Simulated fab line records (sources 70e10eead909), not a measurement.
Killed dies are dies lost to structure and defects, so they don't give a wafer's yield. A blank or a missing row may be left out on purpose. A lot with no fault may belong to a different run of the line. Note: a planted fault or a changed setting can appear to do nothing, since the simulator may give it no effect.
Which tool is to blame? | flow nand harc | 21 wafers from 7 lots sampled at 2 of the route's 1302 steps

WHAT THE GAUGES SHOWED, per wafer
NHARC_A_BONDPAD_THK_MEAS_20: measures by xrf.
lot  | measured     | on            | thk nm (nm)
L988 | day 23 14:04 | film metro-01 | 168.8 170.3 167.7
L991 | day 24 08:00 | film metro-01 | 166.9 169.7 170.1
L995 | day 25 22:02 | film metro-01 | 169.6 167.9 171.3
L993 | day 25 23:45 | film metro-01 | 169.0 169.3 168.1
L100 | day 27 23:55 | film metro-02 | 170.8 171.2 170.2
L102 | day 29 01:46 | film metro-02 | 172.0 168.4 169.9
L110 | day 32 21:38 | film metro-01 | 169.7 169.0 169.6

TOOL THAT RAN EACH LOT (tool first, then ch and the chambers of the sampled wafers, then the start)
lot  | NHARC_A_STAIRCASE_CMP_450
L988 | cmp-03 ch 1,2,3, day 19 01:40
L991 | cmp-01 ch 0,1, day 20 08:43
L995 | cmp-03 ch 0,1,2, day 21 14:11
L993 | cmp-01 ch 1,2,3, day 21 15:59
L100 | cmp-02 ch 0,1,2, day 23 21:27
L102 | cmp-03 ch 0,2, day 25 04:22
L110 | cmp-03 ch 0,2, day 28 20:04
- NHARC_A_STAIRCASE_CMP_450: polishes SiO2, target thk 200 nm.

THE ANSWER, worked out from the rows above alone
Rule: the usual values come from the lots themselves. The widest of any qualifying gaps counts: lots, ordered by their means at a reading, are off when they make up no more than a third of the lots, leave a main group of 4 or more, and stand apart from it by 3 or more times the standard deviation of that group's means. If all means in a main group match to the digits the tables above print for the reading, that group is not used. A lot without any number at a reading at which 4 lots or more have one is off too. The other lots that the step has rows for count as sound.
No lot is off at any reading shown: from this, nothing can be told.

WHAT WAS PUT IN BY THE SIMULATOR
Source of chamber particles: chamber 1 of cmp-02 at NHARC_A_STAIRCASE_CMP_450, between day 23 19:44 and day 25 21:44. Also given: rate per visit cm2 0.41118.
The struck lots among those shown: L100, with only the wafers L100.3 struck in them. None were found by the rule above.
